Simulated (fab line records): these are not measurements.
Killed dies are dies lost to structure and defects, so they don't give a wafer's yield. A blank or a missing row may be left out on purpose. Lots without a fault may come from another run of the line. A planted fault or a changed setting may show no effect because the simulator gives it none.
Split-lot experiment | flow n5-finfet | on a route of 1938 steps: 7 lots, 21 wafers read

== ON THE SPLIT ==
At N5_BEOL_M0_SAQP_PECVD_96 (deposits a-Si from SiH4/He, target thk 45 nm, time 45.2 s), the setting time-s was moved away from the recipe's 45.2 s on 6 of the 21 wafers read, by -10.3% to +11.5%. For the rest of the wafers, this setting stayed at what the recipe calls for.

The reading comes from the split's own step.

== THE READING ==
a-Si_of_BEOL_M0_SAQP_PECVD_96.thk-nm (the simulator's own value, which no gauge read), in nm, at N5_BEOL_M0_SAQP_PECVD_96 (deposits a-Si from SiH4/He, target thk 45 nm, time 45.2 s). The file gives no usual value for it. Across the 15 wafers here that went through the recipe, the average is 44.7 nm and the standard deviation 0.65 nm.

wafer  | tool, chamber at the split | time-s as run, s | against the recipe | a-Si_of_BEOL_M0_SAQP_PECVD_96.thk-nm, nm | against lot-mates on the recipe
L075.1 | pecvd-02, 1                | 42.92            | -5.0%              | 42.4                                     | -2.7
L075.3 | pecvd-02, 1                | 45.2             | recipe             | 45.4                                     | -
L075.6 | pecvd-02, 0                | 45.2             | recipe             | 44.8                                     | -
L080.2 | pecvd-01, 1                | 45.2             | recipe             | 44.8                                     | -
L080.4 | pecvd-01, 1                | 48.06            | +6.3%              | 48                                       | +2.8
L080.6 | pecvd-01, 2                | 45.2             | recipe             | 45.6                                     | -
L082.2 | pecvd-01, 0                | 45.2             | recipe             | 44.2                                     | -
L082.4 | pecvd-01, 2,1              | 40.55            | -10.3%             | 41.2                                     | -3.0
L082.6 | pecvd-01, 2,1              | 40.55            | -10.3%             | 41.2                                     | -3.0
L091.3 | pecvd-02, 0                | 45.2             | recipe             | 44.2                                     | -
L091.4 | pecvd-02, 2                | 45.2             | recipe             | 45                                       | -
L091.5 | pecvd-02, 0                | 50.41            | +11.5%             | 50.4                                     | +5.8
L094.2 | pecvd-02, 0                | 45.2             | recipe             | 43.6                                     | -
L094.3 | pecvd-02, 2                | 42.32            | -6.4%              | 41                                       | -3.0
L094.4 | pecvd-02, 1                | 45.2             | recipe             | 44.4                                     | -
L097.1 | pecvd-01, 0                | 45.2             | recipe             | 43.6                                     | -
L097.3 | pecvd-01, 1                | 45.2             | recipe             | 44                                       | -
L097.6 | pecvd-01, 2                | 45.2             | recipe             | 45.2                                     | -
L096.1 | pecvd-02, 0,2              | 45.2             | recipe             | 45.4                                     | -
L096.2 | pecvd-02, 0,2              | 45.2             | recipe             | 45.4                                     | -
L096.3 | pecvd-02, 1                | 45.2             | recipe             | 44.2                                     | -
If several chambers appear in one row, that row covers several wafers at once and the file leaves open which wafer was in which chamber.

FIT RESULTS
A straight line over all 21 wafers: a-Si_of_BEOL_M0_SAQP_PECVD_96.thk-nm changes by +0.432 nm for each +1% of time-s; r = +0.95; the points scatter about the line by 0.72 nm.
The same after taking each lot's own level away (the mean of its wafers on the recipe; 21 wafers): +0.401 nm for each +1%; r = +0.95; scatter 0.64 nm.
On that fit, the largest move of time-s shifts the reading by 4.6 nm.
From 44.00 to 45.20 nm: that is the span of the lots' own levels, equal to 1.8 times the standard deviation above.
Consequently the slope shifts little with the lot-to-lot level, the two slopes agreeing.
Check: +4.09 nm against its lot-mates is what the line predicts for one of the wafers moved furthest among these (+11.5%) when that wafer is left out of the fit. It came out at +5.8 nm against them.

== OTHER SPLITS APPLIED TO THESE WAFERS ==
Before the reading, these wafers also passed through other splits. Each is held against what the fit with the lots' levels taken away leaves over:
other split on the same wafers       | wafers away from the commonest value | r with a-Si_of_BEOL_M0_SAQP_PECVD_96.thk-nm (lot level and that fit taken away)
N5_SD_EPI_P_COAT_35 spin-rpm         | 7                                    | +0.32
N5_HKMG_FIN_HK_ALD_01 ald-cycles     | 5                                    | -0.03
N5_HKMG_FIN_DESCUM_53 time-s         | 8                                    | -0.10
N5_HKMG_FIN_ETCH_58 source-w         | 11                                   | -0.08
N5_MOL_CONTACT_COAG_ETCH_47 source-w | 7                                    | +0.07

== THE FILE'S OWN FIT ==
a-Si_of_BEOL_M0_SAQP_PECVD_96.thk-nm changes by +0.43 nm for each +1% of time-s, r = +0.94.
